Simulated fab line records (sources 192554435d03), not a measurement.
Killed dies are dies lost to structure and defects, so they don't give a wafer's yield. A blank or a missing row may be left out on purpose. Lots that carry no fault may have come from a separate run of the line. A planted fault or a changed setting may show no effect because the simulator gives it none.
Problem report in the 8D (eight disciplines) form, filled by code	flow n5_finfet	the parts of the form that need people (team, actions taken, sign-off) are left out

== 1. WHAT IS WRONG ==
Mean M11_ILD_THK at N5_BEOL_M11_THK_MEAS_01: 228 nm over 3 wafers in 2 lots; fault-free wafers: 268 nm, standard deviation 4. Relative to the usual mean, that is a shift of -9.9 standard deviations.
The first sign was on wafer L276.6 at day 13 07:04, on film_metro-01. The record holds 34 wafers of 12 lots with a number at this step. The rule behind "out" and "out of limits": a value lying over 4 standard deviations away from the usual mean. All remaining wafers that have a number are taken as sound.

== 2. WHAT IT IS; WHAT IT IS NOT ==
question	is	is not
which readings at this step	M11_ILD_THK	-
which lots	L272, L276	L267, L268, L271, L274, L281, L284, L285, L288, L289, L290
which wafers of those lots	L272.2, L272.6, L276.6	L276.1
read on which gauges	film_metro-01	film_metro-02
when	from day 13 07:04	up to then (13 sound wafers); but 18 sound wafers of L281, L284, L285, L288, L289, L290 came after

== 3. WHAT RULES OUT EACH SUSPECT ==
Counting: if a tool at a process step up to the reading ran every lot that is out, it stays a suspect. Sound lots after the first of them don't rule it out here, since some wafers of a struck lot are sound.
- the gauge at N5_BEOL_M11_THK_MEAS_01: ruled out. All the wafers that are out were read on film_metro-01, but those of them that N5_BEOL_M11_ILD_DEP_00 has rows for are out there too, on other tools.
- pecvd-02 at N5_BEOL_M11_ILD_DEP_00 (deposits SiCOH lowk from DEMS/porogen, target thk 308.51 nm, time 58 s): kept. It processed each lot that is out (first: L276, day 13 06:29); up to then, its last sound lot is L271 (day 11 06:43). Its own readings are out on those wafers: run_length_s.
Remaining after the count: pecvd-02 at N5_BEOL_M11_ILD_DEP_00.

== 4. THE CAUSE (what the simulator had put in) ==
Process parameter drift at N5_BEOL_M11_ILD_DEP_00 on pecvd-02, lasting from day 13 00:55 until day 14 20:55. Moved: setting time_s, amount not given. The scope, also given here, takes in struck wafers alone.
Only this tool survived the counting.

== 5. SEQUENCE OF EFFECTS, ordered by route ==
Each row: a reading where the mean over the struck wafers with a number is more than 3 standard deviations away from the usual. Only readings whose record carries a usual standard deviation are examined. hours: median over the lots of the time between each lot's start at the first step of this table that gives one and its start at this step. sigmas: the change, counted in usual standard deviations.
hours	step	reading	usual	on struck wafers	change	sigmas
0	N5_BEOL_M11_ILD_DEP_00	run_length_s	101.0 s	91.9	-9.1	-16
1	N5_BEOL_M11_THK_MEAS_01	M11_ILD_THK	268 nm	228	-40	-9.9
Here are the process steps it includes:
- N5_BEOL_M11_ILD_DEP_00: deposits SiCOH lowk from DEMS/porogen, target thk 308.51 nm, time 58 s.

== 6. WHAT WOULD HAVE CAUGHT IT SOONER ==
The first out-of-limits reading at a measuring or inspecting step in this record came at day 13 07:04, 6 hours after the fault's start at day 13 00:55.
The tool's own readings at N5_BEOL_M11_ILD_DEP_00 were out on every struck wafer that the step has a row for (run_length_s): an alarm limit on them would have fired on the first of those.
Among the 2 lots that are out, L272 began N5_BEOL_M11_ILD_DEP_00 on pecvd-02 after day 13 07:04. It would have been spared by a hold on the tool at that moment.
